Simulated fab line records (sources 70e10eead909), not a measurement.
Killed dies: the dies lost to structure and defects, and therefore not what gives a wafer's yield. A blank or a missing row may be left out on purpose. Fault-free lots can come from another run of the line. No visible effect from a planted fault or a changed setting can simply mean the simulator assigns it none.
Which tool did it? :: flow nand_harc :: 24 lots with 72 wafers sampled at 6 steps, on a route of 1159 steps

== WHAT THE GAUGES READ, wafer by wafer ==
Not one reading of a measure or inspect step in the record can be checked against a usual standard deviation.

== TOOL THAT RAN EACH LOT (tool first, then ch and the chambers of the sampled wafers, then the start) ==
lot: L075
NHARC_A_CONTACT_ETCH_113: har_cap_etch-02 ch 0,1, day 16 10:56
NHARC_A_CONTACT_ETCH_124: har_cap_etch-02 ch 0,1, day 16 17:21
NHARC_A_CONTACT_ETCH_127: har_cap_etch-02 ch 0,1, day 16 17:50
NHARC_A_CONTACT_ETCH_130: har_cap_etch-02 ch 0,1, day 16 18:16
NHARC_A_CONTACT_DEP_85: pecvd-03 ch 1,2, day 16 22:26
NHARC_A_CONTACT_DESCUM_13: rie_diel-07 ch 0,1, day 16 23:18

lot: L074
NHARC_A_CONTACT_ETCH_113: har_cap_etch-03 ch 0,1, day 16 11:18
NHARC_A_CONTACT_ETCH_124: har_cap_etch-03 ch 0,1, day 16 18:09
NHARC_A_CONTACT_ETCH_127: har_cap_etch-03 ch 0,1, day 16 18:37
NHARC_A_CONTACT_ETCH_130: har_cap_etch-03 ch 0,1, day 16 19:03
NHARC_A_CONTACT_DEP_85: pecvd-03 ch 0,1,2, day 16 22:58
NHARC_A_CONTACT_DESCUM_13: rie_diel-08 ch 0,1, day 17 00:42

lot: L079
NHARC_A_CONTACT_ETCH_113: har_cap_etch-02 ch 1, day 16 21:51
NHARC_A_CONTACT_ETCH_124: har_cap_etch-02 ch 0,1, day 17 04:43
NHARC_A_CONTACT_ETCH_127: har_cap_etch-02 ch 0,1, day 17 05:13
NHARC_A_CONTACT_ETCH_130: har_cap_etch-02 ch 0,1, day 17 05:38
NHARC_A_CONTACT_DEP_85: pecvd-03 ch 0,1, day 17 09:53
NHARC_A_CONTACT_DESCUM_13: rie_diel-01 ch 0,1,3, day 17 10:45

lot: L076
NHARC_A_CONTACT_ETCH_113: har_cap_etch-03 ch 0,1, day 16 22:13
NHARC_A_CONTACT_ETCH_124: har_cap_etch-03 ch 0,1, day 17 06:03
NHARC_A_CONTACT_ETCH_127: har_cap_etch-03 ch 0,1, day 17 06:31
NHARC_A_CONTACT_ETCH_130: har_cap_etch-03 ch 0,1, day 17 06:56
NHARC_A_CONTACT_DEP_85: pecvd-02 ch 0,1,2, day 17 11:04
NHARC_A_CONTACT_DESCUM_13: rie_diel-01 ch 2,3, day 17 11:58

lot: L077
NHARC_A_CONTACT_ETCH_113: har_cap_etch-01 ch 0,1, day 17 04:11
NHARC_A_CONTACT_ETCH_124: har_cap_etch-01 ch 0,1, day 17 10:56
NHARC_A_CONTACT_ETCH_127: har_cap_etch-01 ch 0,1, day 17 11:26
NHARC_A_CONTACT_ETCH_130: har_cap_etch-01 ch 0,1, day 17 11:51
NHARC_A_CONTACT_DEP_85: pecvd-03 ch 1,2, day 17 15:41
NHARC_A_CONTACT_DESCUM_13: rie_diel-07 ch 0,1,2, day 17 16:28

lot: L080
NHARC_A_CONTACT_ETCH_113: har_cap_etch-02 ch 0,1, day 17 14:09
NHARC_A_CONTACT_ETCH_124: har_cap_etch-03 ch 0,1, day 17 22:04
NHARC_A_CONTACT_ETCH_127: har_cap_etch-03 ch 0,1, day 17 22:31
NHARC_A_CONTACT_ETCH_130: har_cap_etch-03 ch 0,1, day 17 22:56
NHARC_A_CONTACT_DEP_85: pecvd-04 ch 1,2, day 18 06:16
NHARC_A_CONTACT_DESCUM_13: rie_diel-08 ch 0,1,2, day 18 07:02

lot: L081
NHARC_A_CONTACT_ETCH_113: har_cap_etch-02 ch 0,1, day 18 02:26
NHARC_A_CONTACT_ETCH_124: har_cap_etch-02 ch 0,1, day 18 09:11
NHARC_A_CONTACT_ETCH_127: har_cap_etch-02 ch 0,1, day 18 09:39
NHARC_A_CONTACT_ETCH_130: har_cap_etch-02 ch 0,1, day 18 10:05
NHARC_A_CONTACT_DEP_85: pecvd-02 ch 0,1, day 18 14:06
NHARC_A_CONTACT_DESCUM_13: rie_diel-07 ch 1,2, day 18 15:02

lot: L078
NHARC_A_CONTACT_ETCH_113: har_cap_etch-01 ch 0,1, day 18 03:45
NHARC_A_CONTACT_ETCH_124: har_cap_etch-01 ch 0,1, day 18 10:44
NHARC_A_CONTACT_ETCH_127: har_cap_etch-01 ch 0,1, day 18 11:12
NHARC_A_CONTACT_ETCH_130: har_cap_etch-01 ch 0,1, day 18 11:38
NHARC_A_CONTACT_DEP_85: pecvd-02 ch 1,2, day 18 15:14
NHARC_A_CONTACT_DESCUM_13: rie_diel-01 ch 1,2,3, day 18 15:58

lot: L082
NHARC_A_CONTACT_ETCH_113: har_cap_etch-02 ch 0,1, day 18 17:04
NHARC_A_CONTACT_ETCH_124: har_cap_etch-01 ch 0,1, day 18 23:56
NHARC_A_CONTACT_ETCH_127: har_cap_etch-01 ch 0,1, day 19 00:25
NHARC_A_CONTACT_ETCH_130: har_cap_etch-01 ch 0,1, day 19 00:50
NHARC_A_CONTACT_DEP_85: pecvd-02 ch 0,1,2, day 19 04:16
NHARC_A_CONTACT_DESCUM_13: rie_diel-07 ch 0,1,3, day 19 05:11

lot: L083
NHARC_A_CONTACT_ETCH_113: har_cap_etch-03 ch 0,1, day 18 17:26
NHARC_A_CONTACT_ETCH_124: har_cap_etch-02 ch 0,1, day 19 00:22
NHARC_A_CONTACT_ETCH_127: har_cap_etch-02 ch 0,1, day 19 00:50
NHARC_A_CONTACT_ETCH_130: har_cap_etch-02 ch 0,1, day 19 01:16
NHARC_A_CONTACT_DEP_85: pecvd-02 ch 0,2, day 19 05:13
NHARC_A_CONTACT_DESCUM_13: rie_diel-07 ch 1,3, day 19 06:01

lot: L086
NHARC_A_CONTACT_ETCH_113: har_cap_etch-01 ch 0,1, day 19 07:09
NHARC_A_CONTACT_ETCH_124: har_cap_etch-03 ch 0,1, day 19 14:28
NHARC_A_CONTACT_ETCH_127: har_cap_etch-03 ch 0,1, day 19 14:56
NHARC_A_CONTACT_ETCH_130: har_cap_etch-03 ch 0,1, day 19 15:22
NHARC_A_CONTACT_DEP_85: pecvd-04 ch 1,2, day 19 20:38
NHARC_A_CONTACT_DESCUM_13: rie_diel-08 ch 0,2,3, day 19 21:23

lot: L085
NHARC_A_CONTACT_ETCH_113: har_cap_etch-02 ch 0,1, day 19 17:41
NHARC_A_CONTACT_ETCH_124: har_cap_etch-01 ch 0,1, day 20 00:38
NHARC_A_CONTACT_ETCH_127: har_cap_etch-01 ch 0,1, day 20 01:07
NHARC_A_CONTACT_ETCH_130: har_cap_etch-01 ch 0,1, day 20 01:32
NHARC_A_CONTACT_DEP_85: pecvd-02 ch 0,1,2, day 20 06:20
NHARC_A_CONTACT_DESCUM_13: rie_diel-08 ch 0,2,3, day 20 07:16

lot: L084
NHARC_A_CONTACT_ETCH_113: har_cap_etch-01 ch 0,1, day 19 20:00
NHARC_A_CONTACT_ETCH_124: har_cap_etch-03 ch 0,1, day 20 02:29
NHARC_A_CONTACT_ETCH_127: har_cap_etch-03 ch 0,1, day 20 03:03
NHARC_A_CONTACT_ETCH_130: har_cap_etch-03 ch 0,1, day 20 03:37
NHARC_A_CONTACT_DEP_85: pecvd-02 ch 0,1, day 20 08:29
NHARC_A_CONTACT_DESCUM_13: rie_diel-07 ch 0,1,3, day 20 09:23

lot: L087
NHARC_A_CONTACT_ETCH_113: har_cap_etch-03 ch 0,1, day 19 21:46
NHARC_A_CONTACT_ETCH_124: har_cap_etch-02 ch 0,1, day 20 04:17
NHARC_A_CONTACT_ETCH_127: har_cap_etch-02 ch 0,1, day 20 04:47
NHARC_A_CONTACT_ETCH_130: har_cap_etch-02 ch 0,1, day 20 05:12
NHARC_A_CONTACT_DEP_85: pecvd-03 ch 0,1,2, day 20 11:55
NHARC_A_CONTACT_DESCUM_13: rie_diel-07 ch 0,2,3, day 20 12:50

lot: L088
NHARC_A_CONTACT_ETCH_113: har_cap_etch-01 ch 0,1, day 20 07:15
NHARC_A_CONTACT_ETCH_124: har_cap_etch-02 ch 0,1, day 20 16:17
NHARC_A_CONTACT_ETCH_127: har_cap_etch-02 ch 0,1, day 20 16:46
NHARC_A_CONTACT_ETCH_130: har_cap_etch-02 ch 0,1, day 20 17:11
NHARC_A_CONTACT_DEP_85: pecvd-04 ch 0,2, day 20 20:35
NHARC_A_CONTACT_DESCUM_13: rie_diel-07 ch 0,1,2, day 20 21:22

lot: L092
NHARC_A_CONTACT_ETCH_113: har_cap_etch-03 ch 0,1, day 20 07:33
NHARC_A_CONTACT_ETCH_124: har_cap_etch-03 ch 0,1, day 20 17:39
NHARC_A_CONTACT_ETCH_127: har_cap_etch-03 ch 0,1, day 20 18:07
NHARC_A_CONTACT_ETCH_130: har_cap_etch-03 ch 0,1, day 20 18:33
NHARC_A_CONTACT_DEP_85: pecvd-02 ch 0,2, day 20 22:01
NHARC_A_CONTACT_DESCUM_13: rie_diel-07 ch 1,3, day 20 22:54

lot: L089
NHARC_A_CONTACT_ETCH_113: har_cap_etch-02 ch 0,1, day 20 12:41
NHARC_A_CONTACT_ETCH_124: har_cap_etch-02 ch 0,1, day 20 19:50
NHARC_A_CONTACT_ETCH_127: har_cap_etch-02 ch 0,1, day 20 20:19
NHARC_A_CONTACT_ETCH_130: har_cap_etch-02 ch 0,1, day 20 20:45
NHARC_A_CONTACT_DEP_85: pecvd-02 ch 0,1, day 21 02:55
NHARC_A_CONTACT_DESCUM_13: rie_diel-01 ch 1,3, day 21 03:47

lot: L090
NHARC_A_CONTACT_ETCH_113: har_cap_etch-03 ch 0,1, day 20 13:23
NHARC_A_CONTACT_ETCH_124: har_cap_etch-03 ch 0,1, day 20 21:01
NHARC_A_CONTACT_ETCH_127: har_cap_etch-03 ch 0,1, day 20 21:30
NHARC_A_CONTACT_ETCH_130: har_cap_etch-03 ch 0,1, day 20 21:56
NHARC_A_CONTACT_DEP_85: pecvd-02 ch 1,2, day 21 03:42
NHARC_A_CONTACT_DESCUM_13: rie_diel-07 ch 0,1,3, day 21 04:37

lot: L091
NHARC_A_CONTACT_ETCH_113: har_cap_etch-01 ch 0,1, day 20 18:57
NHARC_A_CONTACT_ETCH_124: har_cap_etch-03 ch 0,1, day 21 03:44
NHARC_A_CONTACT_ETCH_127: har_cap_etch-03 ch 0,1, day 21 04:12
NHARC_A_CONTACT_ETCH_130: har_cap_etch-03 ch 0,1, day 21 04:38
NHARC_A_CONTACT_DEP_85: pecvd-04 ch 0,1,2, day 21 08:07
NHARC_A_CONTACT_DESCUM_13: rie_diel-07 ch 0,2,3, day 21 08:51

lot: L093
NHARC_A_CONTACT_ETCH_113: har_cap_etch-01 ch 0,1, day 21 04:52
NHARC_A_CONTACT_ETCH_124: har_cap_etch-01 ch 0, day 21 12:13
NHARC_A_CONTACT_ETCH_127: har_cap_etch-01 ch 0, day 21 12:41
NHARC_A_CONTACT_ETCH_130: har_cap_etch-01 ch 0, day 21 13:07
NHARC_A_CONTACT_DEP_85: pecvd-02 ch 0,2, day 21 16:38
NHARC_A_CONTACT_DESCUM_13: rie_diel-07 ch 1,2,3, day 21 17:36

lot: L094
NHARC_A_CONTACT_ETCH_113: har_cap_etch-02 ch 0,1, day 21 20:58
NHARC_A_CONTACT_ETCH_124: har_cap_etch-02 ch 0,1, day 22 04:13
NHARC_A_CONTACT_ETCH_127: har_cap_etch-02 ch 0,1, day 22 04:41
NHARC_A_CONTACT_ETCH_130: har_cap_etch-02 ch 0,1, day 22 05:07
NHARC_A_CONTACT_DEP_85: pecvd-02 ch 0,2, day 22 09:31
NHARC_A_CONTACT_DESCUM_13: rie_diel-07 ch 2,3, day 22 10:23

lot: L096
NHARC_A_CONTACT_ETCH_113: har_cap_etch-01 ch 1, day 22 01:45
NHARC_A_CONTACT_ETCH_124: har_cap_etch-03 ch 0,1, day 22 09:28
NHARC_A_CONTACT_ETCH_127: har_cap_etch-03 ch 0,1, day 22 09:58
NHARC_A_CONTACT_ETCH_130: har_cap_etch-03 ch 0,1, day 22 10:23
NHARC_A_CONTACT_DEP_85: pecvd-04 ch 0,1,2, day 22 16:59
NHARC_A_CONTACT_DESCUM_13: rie_diel-07 ch 2,3, day 22 17:52

lot: L095
NHARC_A_CONTACT_ETCH_113: har_cap_etch-03 ch 1, day 22 02:58
NHARC_A_CONTACT_ETCH_124: har_cap_etch-02 ch 0,1, day 22 10:12
NHARC_A_CONTACT_ETCH_127: har_cap_etch-02 ch 0,1, day 22 10:41
NHARC_A_CONTACT_ETCH_130: har_cap_etch-02 ch 0,1, day 22 11:06
NHARC_A_CONTACT_DEP_85: pecvd-04 ch 0,2, day 22 17:31
NHARC_A_CONTACT_DESCUM_13: rie_diel-08 ch 0,2, day 22 18:21

lot: L097
NHARC_A_CONTACT_ETCH_113: har_cap_etch-01 ch 0, day 22 08:10
NHARC_A_CONTACT_ETCH_124: har_cap_etch-02 ch 0,1, day 22 15:46
NHARC_A_CONTACT_ETCH_127: har_cap_etch-02 ch 0,1, day 22 16:14
NHARC_A_CONTACT_ETCH_130: har_cap_etch-02 ch 0,1, day 22 16:40
NHARC_A_CONTACT_DEP_85: pecvd-04 ch 1,2, day 22 20:35
NHARC_A_CONTACT_DESCUM_13: rie_diel-07 ch 1,2,3, day 22 21:26
- NHARC_A_CONTACT_ETCH_113: etches the open film in C4F8/O2/Ar, time 94 s, target depth 922 nm.
- NHARC_A_CONTACT_ETCH_124: etches the open film in C4F8/O2/Ar, time 140 s, target depth 700 nm.
- NHARC_A_CONTACT_ETCH_127: etches the open film in C4F8/O2/Ar, time 155 s, target depth 956 nm.
- NHARC_A_CONTACT_ETCH_130: etches the open film in C4F8/O2/Ar, time 155 s, target depth 956 nm.
- NHARC_A_CONTACT_DEP_85: deposits SiON, target thk 50 nm.
- NHARC_A_CONTACT_DESCUM_13: chemistry O2, time 3 s.

== AS READ BY THE TOOLS THEMSELVES (means over the sampled wafers that have a number; for cases with no such wafer, the mark the record gives instead) ==
NHARC_A_CONTACT_DEP_85.
lot: L075
tool: pecvd-03
heater_power_w (W): 811

lot: L074
tool: pecvd-03
heater_power_w (W): 821

lot: L079
tool: pecvd-03
heater_power_w (W): 863

lot: L076
tool: pecvd-02
heater_power_w (W): 810

lot: L077
tool: pecvd-03
heater_power_w (W): 753

lot: L080
tool: pecvd-04
heater_power_w (W): 878

lot: L081
tool: pecvd-02
heater_power_w (W): 768

lot: L078
tool: pecvd-02
heater_power_w (W): 705

lot: L082
tool: pecvd-02
heater_power_w (W): 764

lot: L083
tool: pecvd-02
heater_power_w (W): 843

lot: L086
tool: pecvd-04
heater_power_w (W): 885

lot: L085
tool: pecvd-02
heater_power_w (W): 809

lot: L084
tool: pecvd-02
heater_power_w (W): 687

lot: L087
tool: pecvd-03
heater_power_w (W): 789

lot: L088
tool: pecvd-04
heater_power_w (W): 705

lot: L092
tool: pecvd-02
heater_power_w (W): 865

lot: L089
tool: pecvd-02
heater_power_w (W): 671

lot: L090
tool: pecvd-02
heater_power_w (W): 813

lot: L091
tool: pecvd-04
heater_power_w (W): 791

lot: L093
tool: pecvd-02
heater_power_w (W): 825

lot: L094
tool: pecvd-02
heater_power_w (W): 779

lot: L096
tool: pecvd-04
heater_power_w (W): 800

lot: L095
tool: pecvd-04
heater_power_w (W): 748

lot: L097
tool: pecvd-04
heater_power_w (W): 938

NHARC_A_CONTACT_DESCUM_13.
lot: L075
tool: rie_diel-07
drypump_motor_current_A (A): 5.5
oes_product_au (a.u.): 1.006
rf_vpp_V (V): 58.4
showerhead_plenum_p_Torr (Torr): 1.95
throttle_valve_pct (%): 11.316

lot: L074
tool: rie_diel-08
drypump_motor_current_A (A): 5.4
oes_product_au (a.u.): 0.992
rf_vpp_V (V): 57.7
showerhead_plenum_p_Torr (Torr): 1.91
throttle_valve_pct (%): 11.305

lot: L079
tool: rie_diel-01
drypump_motor_current_A (A): 5.5
oes_product_au (a.u.): 0.997
rf_vpp_V (V): 58.3
showerhead_plenum_p_Torr (Torr): 1.97
throttle_valve_pct (%): 11.317

lot: L076
tool: rie_diel-01
drypump_motor_current_A (A): 5.2
oes_product_au (a.u.): 0.987
rf_vpp_V (V): 58.4
showerhead_plenum_p_Torr (Torr): 1.93
throttle_valve_pct (%): 11.306

lot: L077
tool: rie_diel-07
drypump_motor_current_A (A): 5.5
oes_product_au (a.u.): 1.012
rf_vpp_V (V): 57.5
showerhead_plenum_p_Torr (Torr): 1.89
throttle_valve_pct (%): 11.314

lot: L080
tool: rie_diel-08
drypump_motor_current_A (A): 5.4
oes_product_au (a.u.): 0.992
rf_vpp_V (V): 58.0
showerhead_plenum_p_Torr (Torr): 1.95
throttle_valve_pct (%): 11.306

lot: L081
tool: rie_diel-07
drypump_motor_current_A (A): 5.4
oes_product_au (a.u.): 0.996
rf_vpp_V (V): 58.0
showerhead_plenum_p_Torr (Torr): 1.96
throttle_valve_pct (%): 11.303

lot: L078
tool: rie_diel-01
drypump_motor_current_A (A): 5.4
oes_product_au (a.u.): 0.993
rf_vpp_V (V): 58.0
showerhead_plenum_p_Torr (Torr): 1.91
throttle_valve_pct (%): 11.314

lot: L082
tool: rie_diel-07
drypump_motor_current_A (A): 6.0
oes_product_au (a.u.): 1.000
rf_vpp_V (V): 58.2
showerhead_plenum_p_Torr (Torr): 1.94
throttle_valve_pct (%): 11.317

lot: L083
tool: rie_diel-07
drypump_motor_current_A (A): 6.3
oes_product_au (a.u.): 1.000
rf_vpp_V (V): 59.0
showerhead_plenum_p_Torr (Torr): 2.01
throttle_valve_pct (%): 11.308

lot: L086
tool: rie_diel-08
drypump_motor_current_A (A): 5.7
oes_product_au (a.u.): 0.993
rf_vpp_V (V): 58.5
showerhead_plenum_p_Torr (Torr): 1.98
throttle_valve_pct (%): 11.316

lot: L085
tool: rie_diel-08
drypump_motor_current_A (A): 5.8
oes_product_au (a.u.): 1.001
rf_vpp_V (V): 58.1
showerhead_plenum_p_Torr (Torr): 1.98
throttle_valve_pct (%): 11.304

lot: L084
tool: rie_diel-07
drypump_motor_current_A (A): 6.0
oes_product_au (a.u.): 1.002
rf_vpp_V (V): 57.6
showerhead_plenum_p_Torr (Torr): 1.94
throttle_valve_pct (%): 11.317

lot: L087
tool: rie_diel-07
drypump_motor_current_A (A): 6.0
oes_product_au (a.u.): 1.008
rf_vpp_V (V): 57.4
showerhead_plenum_p_Torr (Torr): 1.88
throttle_valve_pct (%): 11.303

lot: L088
tool: rie_diel-07
drypump_motor_current_A (A): 5.5
oes_product_au (a.u.): 1.000
rf_vpp_V (V): 57.7
showerhead_plenum_p_Torr (Torr): 1.89
throttle_valve_pct (%): 11.314

lot: L092
tool: rie_diel-07
drypump_motor_current_A (A): 5.9
oes_product_au (a.u.): 0.997
rf_vpp_V (V): 58.5
showerhead_plenum_p_Torr (Torr): 2.01
throttle_valve_pct (%): 11.320

lot: L089
tool: rie_diel-01
drypump_motor_current_A (A): 5.4
oes_product_au (a.u.): 1.013
rf_vpp_V (V): 58.1
showerhead_plenum_p_Torr (Torr): 1.91
throttle_valve_pct (%): 11.305

lot: L090
tool: rie_diel-07
drypump_motor_current_A (A): 6.0
oes_product_au (a.u.): 0.995
rf_vpp_V (V): 57.4
showerhead_plenum_p_Torr (Torr): 1.94
throttle_valve_pct (%): 11.314

lot: L091
tool: rie_diel-07
drypump_motor_current_A (A): 6.0
oes_product_au (a.u.): 1.001
rf_vpp_V (V): 57.3
showerhead_plenum_p_Torr (Torr): 1.88
throttle_valve_pct (%): 11.315

lot: L093
tool: rie_diel-07
drypump_motor_current_A (A): 5.9
oes_product_au (a.u.): 1.004
rf_vpp_V (V): 58.1
showerhead_plenum_p_Torr (Torr): 1.95
throttle_valve_pct (%): 11.313

lot: L094
tool: rie_diel-07
drypump_motor_current_A (A): 6.4
oes_product_au (a.u.): 0.997
rf_vpp_V (V): 58.0
showerhead_plenum_p_Torr (Torr): 1.95
throttle_valve_pct (%): 11.304

lot: L096
tool: rie_diel-07
drypump_motor_current_A (A): 5.9
oes_product_au (a.u.): 1.009
rf_vpp_V (V): 57.1
showerhead_plenum_p_Torr (Torr): 1.89
throttle_valve_pct (%): 11.307

lot: L095
tool: rie_diel-08
drypump_motor_current_A (A): 5.6
oes_product_au (a.u.): 0.997
rf_vpp_V (V): 57.8
showerhead_plenum_p_Torr (Torr): 1.97
throttle_valve_pct (%): 11.307

lot: L097
tool: rie_diel-07
drypump_motor_current_A (A): 5.9
oes_product_au (a.u.): 0.998
rf_vpp_V (V): 58.2
showerhead_plenum_p_Torr (Torr): 1.95
throttle_valve_pct (%): 11.308

== THE ANSWER, worked out from the rows above alone ==
Rule: what is usual is taken from the lots themselves. Put in order of their means at a reading, lots are off if they are a third of the lots or fewer, leave a main group of 4 or more, and stand apart from it by a gap of 3 or more times the standard deviation of the main group's means; of several such gaps the widest counts. Not used: any main group whose means are identical at the precision the tables above print for the reading. A lot without any number at a reading at which 4 lots or more have one is off too. All remaining lots with rows at the step are treated as sound. First the gauges in route order, then the tools' own readings, where a lot's mean is used as printed above. The first step at which some lot is off is used, and at that step the reading that is off furthest; a lot without a number counts as furthest.
No lot is off on any of the readings shown, so nothing can be concluded from this.

== WHAT THE SIMULATOR HAD PUT IN ==
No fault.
